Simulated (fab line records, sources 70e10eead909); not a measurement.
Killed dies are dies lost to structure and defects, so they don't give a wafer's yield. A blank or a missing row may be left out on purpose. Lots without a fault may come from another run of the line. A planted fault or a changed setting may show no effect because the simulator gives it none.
Problem report in the 8D (eight disciplines) form, filled by code | flow nand_harc | the parts of the form that need people (team, actions taken, sign-off) are left out

1. THE PROBLEM
cd_nm at NHARC_P_M1_CD_MEAS_09 reads a mean of 94.0 nm on 6 wafers of 2 lots; wafers without a fault read 130.0 nm with a standard deviation of 0.42. That is -86 standard deviations from the usual mean.
The step: target cd 130 nm.
First seen on wafer L980.2, day 7 19:38, on cd_sem-01. The record holds 36 wafers of 12 lots with a number at this step. Rule for "out", or "out of limits": more than 4 standard deviations from the usual mean. The other wafers with a number count as sound.

2. WHAT IT IS AND WHAT IT IS NOT
question                    | is                     | is not
which readings at this step | cd_nm                  | -
which lots                  | L980, L982             | L973, L977, L988, L989, L990, L992, L993, L994, L995, L996
which wafers of those lots  | all that have a number | -
read on which gauges        | cd_sem-01, cd_sem-02   | cd_sem-03
when                        | from day 7 19:38       | up to then (6 sound wafers); but 24 sound wafers of L988, L989, L990, L992, L993, L994, L995, L996 came after

3. SUSPECTS, AND WHAT RULES EACH OUT
Counting: a tool at a process step up to the reading stays a suspect if it ran every lot that is out and no sound lot after the first of them.
- the gauge at NHARC_P_M1_CD_MEAS_09: ruled out. The wafers that are out were read on 2 gauges (cd_sem-01, cd_sem-02).
- rie_diel-09 at NHARC_P_M0_DESCUM_14 (chemistry O2, time 3 s): ruled out as a lasting fault. Sound lots L988, L989 ran on it after its first lot that is out, L980 (day 7 15:44).
- litho_track-01 at NHARC_P_M1_PEB_07 (peb time 65 s): ruled out as a lasting fault. Sound lots L992 ran on it after its first lot that is out, L980 (day 7 19:33).
Left after counting: nothing in the record.

4. THE CAUSE (what the simulator had put in)
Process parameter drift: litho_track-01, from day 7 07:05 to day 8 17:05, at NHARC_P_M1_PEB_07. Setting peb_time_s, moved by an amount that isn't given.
Counting ruled it out, wrongly: the rule takes a fault to strike every lot that its tool runs from its start on, and this one did not.

5. THE CHAIN OF EFFECTS, in route order
Each row: a reading whose mean over the struck wafers that have a number lies more than 3 standard deviations from the usual. Only readings for which the record gives a usual standard deviation are gone through. hours: the time from each lot's start at the first step in this table that gives one to its start at this step, as a median over the lots. sigmas: the change in usual standard deviations.
hours | step                  | reading              | usual    | on struck wafers | change | sigmas
0     | NHARC_P_M1_PEB_07     | heater_power_total_W | 156.6 W  | 254.0            | +97.4  | +99 or more
0     | NHARC_P_M1_CD_MEAS_09 | cd_nm                | 130.0 nm | 94.0             | -36.0  | -86
The process steps in it:
- NHARC_P_M1_PEB_07: peb time 65 s.
Readings that are blank on the struck wafers while sound wafers have them: plate_temp_C at NHARC_P_M1_PEB_07.

6. WHAT WOULD HAVE CAUGHT IT SOONER
In this record the first reading out of limits at a measuring or inspecting step was taken at day 7 19:38, 13 hours after the fault began at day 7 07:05.
The tool's own readings at NHARC_P_M1_PEB_07 were out on every struck wafer that the step has a row for (heater_power_total_W): an alarm limit on them would have fired on the first of those.
